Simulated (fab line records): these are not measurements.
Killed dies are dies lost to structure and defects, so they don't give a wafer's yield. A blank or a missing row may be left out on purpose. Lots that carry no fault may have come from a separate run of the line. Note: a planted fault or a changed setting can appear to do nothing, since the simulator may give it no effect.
Matching of chambers    flow n5-finfet    pecvd-01 running N5_BEOL_M0_SAQP_HM_DEP_111: 3 sister chambers
The step deposits SiO2 from SiH4/N2O, target thk 12 nm, time 7.2 s. 3 wafers are shown with their chamber, then 8 later ones without.

== WAFERS WITH THEIR CHAMBER ==
wafer   chamber  showerhead-plenum-p-Torr (Torr)
L089.1  2        8.31
L089.4  1        8.06
L090.1  0        8.28

== WAFERS WITHOUT THEIR CHAMBER ==
wafer   showerhead-plenum-p-Torr (Torr)
L090.4  8.28
L090.6  8.31
L093.2  8.06
L093.4  8.28
L093.6  8.09
L094.3  8.07
L094.4  8.09
L094.5  8.29

== CHAMBER TAKEN BY EACH ==
wafer   from the rows above      in truth
L090.4  can't be placed: 0 or 2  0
L090.6  can't be placed: 2 or 0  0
L093.2  1                        1
L093.4  can't be placed: 0 or 2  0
L093.6  1                        1
L094.3  1                        1
L094.4  1                        1
L094.5  can't be placed: 0 or 2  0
Correctly placed: 4 of 8. Cannot be placed on the basis of these rows: 4; the candidates contain the true chamber in 4. Number placed wrongly: 0.
How it was worked out, from the rows above alone: a wafer's distance from a chamber is the root of the sum, over the readings, of the square of ((its reading less the chamber's mean) divided by the reading's scatter). The wafer belongs to the nearest chamber; if the next one is less than 2 further off, it can't be placed. A chamber's mean is the mean of its shown wafers. The scatter: with one shown wafer a chamber, the root of the mean of the squares of how far each hidden wafer lies from its nearest shown one.
